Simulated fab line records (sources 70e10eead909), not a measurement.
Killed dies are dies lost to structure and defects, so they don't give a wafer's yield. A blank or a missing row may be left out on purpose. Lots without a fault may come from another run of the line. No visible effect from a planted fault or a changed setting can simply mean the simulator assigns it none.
Matching of chambers || flow nand-harc || 4 sister chambers for NHARC_A_STAIRCASE_ETCH_313 on rie-diel-03
The step etches the open film in CF4/CHF3. 8 wafers are shown with their chamber, then 7 later ones without.

== WAFERS WITH THEIR CHAMBER ==
{"wafer": "L074.1", "chamber": 0, "drypump-motor-current-A (A)": 5.17, "showerhead-plenum-p-Torr (Torr)": 1.46}
{"wafer": "L078.4", "chamber": 3, "drypump-motor-current-A (A)": 5.63, "showerhead-plenum-p-Torr (Torr)": 1.56}
{"wafer": "L078.6", "chamber": 2, "drypump-motor-current-A (A)": 5.39, "showerhead-plenum-p-Torr (Torr)": 1.59}
{"wafer": "L086.1", "chamber": 0, "drypump-motor-current-A (A)": 5.18, "showerhead-plenum-p-Torr (Torr)": 1.70}
{"wafer": "L086.3", "chamber": 3, "drypump-motor-current-A (A)": 5.64, "showerhead-plenum-p-Torr (Torr)": 1.55}
{"wafer": "L086.4", "chamber": 1, "drypump-motor-current-A (A)": 5.81, "showerhead-plenum-p-Torr (Torr)": 1.68}
{"wafer": "L088.1", "chamber": 1, "drypump-motor-current-A (A)": 5.83, "showerhead-plenum-p-Torr (Torr)": 1.67}
{"wafer": "L088.2", "chamber": 2, "drypump-motor-current-A (A)": 5.40, "showerhead-plenum-p-Torr (Torr)": 1.59}

== WAFERS WITH NO CHAMBER GIVEN ==
{"wafer": "L088.5", "drypump-motor-current-A (A)": 5.39, "showerhead-plenum-p-Torr (Torr)": 1.59}
{"wafer": "L091.1", "drypump-motor-current-A (A)": 5.63, "showerhead-plenum-p-Torr (Torr)": 1.55}
{"wafer": "L091.2", "drypump-motor-current-A (A)": 5.18, "showerhead-plenum-p-Torr (Torr)": 1.69}
{"wafer": "L091.3", "drypump-motor-current-A (A)": 5.80, "showerhead-plenum-p-Torr (Torr)": 1.67}
{"wafer": "L093.2", "drypump-motor-current-A (A)": 5.62, "showerhead-plenum-p-Torr (Torr)": 1.55}
{"wafer": "L093.3", "drypump-motor-current-A (A)": 5.19, "showerhead-plenum-p-Torr (Torr)": 1.69}
{"wafer": "L093.6", "drypump-motor-current-A (A)": 5.61, "showerhead-plenum-p-Torr (Torr)": 1.55}

== WHICH CHAMBER EACH ONE RAN IN ==
{"wafer": "L088.5", "from the rows above": 2, "in truth": 2}
{"wafer": "L091.1", "from the rows above": 3, "in truth": 3}
{"wafer": "L091.2", "from the rows above": 0, "in truth": 0}
{"wafer": "L091.3", "from the rows above": 1, "in truth": 1}
{"wafer": "L093.2", "from the rows above": 3, "in truth": 3}
{"wafer": "L093.3", "from the rows above": 0, "in truth": 0}
{"wafer": "L093.6", "from the rows above": 3, "in truth": 3}
7 of 7 placed correctly. Number that these rows cannot place: 0. Placed wrongly: 0.
How it was worked out, from the rows above alone: a wafer's distance from a chamber is the root of the sum, over the readings, of the square of ((its reading less the chamber's mean) divided by the reading's scatter). If the next closest chamber is less than 2 further off than the closest, the wafer can't be placed; otherwise it belongs to the closest. The mean given for a chamber averages the wafers shown for that chamber. The scatter: take each reading less its chamber's mean, square it, sum over the shown wafers, divide by the number of wafers less the number of chambers, and take the root.
